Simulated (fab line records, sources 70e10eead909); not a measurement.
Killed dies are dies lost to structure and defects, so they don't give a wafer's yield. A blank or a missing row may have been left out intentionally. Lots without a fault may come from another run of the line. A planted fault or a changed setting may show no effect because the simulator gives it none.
A single fault, viewed from 2 desks | flow nand harc | every desk sees just its own numbers, and what lay behind them comes last

THE METROLOGY DESK
Means of the sampled wafers that have a number, per lot and without regard to the tool the lot ran on: this is what the gauges read. Any lot whose mean is over 4 standard deviations away from the usual mean is out of limits and marked OUT; that distance is given in the brackets.
Columns: A = thk nm at NHARC_A_M1_THK_MEAS_24, usual 154.4 nm
lot  | first seen here | A
L618 | day 23 17:05    | 154.5
L617 | day 23 17:50    | 153.4
L619 | day 23 23:09    | 153.7
L616 | day 24 04:31    | 153.9
L620 | day 24 13:33    | 155.4
L621 | day 24 20:34    | 154.5
L622 | day 24 21:01    | 154.5
L633 | day 29 13:52    | 154.1
L634 | day 30 06:47    | 153.5
L635 | day 30 13:43    | 153.9
L637 | day 31 11:57    | 155.3
L638 | day 31 22:22    | 155.4
L639 | day 32 12:28    | 154.8
Result from this desk: across the 13 lots, nothing is out of limits.

AT THE TOOL OWNER'S DESK: pvd sputter-02
The tool's own readings at NHARC_P_M1_PRE_CLEAN_30 (time 30 s): means of the sampled wafers that have a number, for each lot that ran on this tool. Any lot whose mean is over 4 standard deviations away from the usual mean is out of limits and marked OUT; that distance is given in the brackets.
Columns: A = heater power w at NHARC_P_M1_PRE_CLEAN_30, usual 408 W
lot  | first seen here | A
L617 | day 6 17:47     | 384
L620 | day 7 23:46     | 409
L622 | day 8 14:00     | 366
L633 | day 13 09:09    | 392
L638 | day 15 17:01    | 401
Result from this desk: across the 5 lots, nothing is out of limits.

TAKEN TOGETHER
Metrology desk: nothing out of limits seen.
The tool owner's desk saw nothing out of limits.

WHAT HAD BEEN PUT IN BY THE SIMULATOR
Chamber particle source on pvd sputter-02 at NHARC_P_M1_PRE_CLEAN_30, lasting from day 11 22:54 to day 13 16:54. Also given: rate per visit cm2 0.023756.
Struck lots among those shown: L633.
